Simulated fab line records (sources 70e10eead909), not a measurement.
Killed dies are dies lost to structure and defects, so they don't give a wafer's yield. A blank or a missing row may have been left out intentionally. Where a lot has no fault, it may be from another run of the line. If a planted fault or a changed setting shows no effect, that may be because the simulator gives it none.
Chamber matching ; flow nand_harc ; NHARC_A_M0_STRIP_18 on rie_diel-08 has 4 sister chambers
The step strips in N2/H2. 4 wafers are shown with their chamber, then 8 later ones without.

== WAFERS, EACH WITH ITS CHAMBER ==
wafer;chamber;drypump_motor_current_A (A)
L082.6;2;5.93
L086.3;3;5.41
L086.5;0;6.25
L093.2;1;5.62

== WAFERS MISSING THEIR CHAMBER ==
wafer;drypump_motor_current_A (A)
L093.3;6.26
L093.6;5.94
L097.2;6.30
L097.3;5.92
L097.6;5.92
L096.1;5.59
L096.3;6.29
L096.4;5.40

== WHICH CHAMBER EACH ONE RAN IN ==
wafer;from the rows above;in truth
L093.3;0;0
L093.6;2;2
L097.2;0;0
L097.3;2;2
L097.6;2;2
L096.1;1;1
L096.3;0;0
L096.4;3;3
8 of 8 placed correctly. From these rows, 0 cannot be placed. Number placed wrongly: 0.
How it was worked out, from the rows above alone: a wafer's distance from a chamber is the root of the sum, over the readings, of the square of ((its reading less the chamber's mean) divided by the reading's scatter). The wafer belongs to the nearest chamber; if the next one is less than 2 further off, it can't be placed. Each chamber's mean is taken over the wafers shown for it. The scatter: with one shown wafer a chamber, the root of the mean of the squares of how far each hidden wafer lies from its nearest shown one.
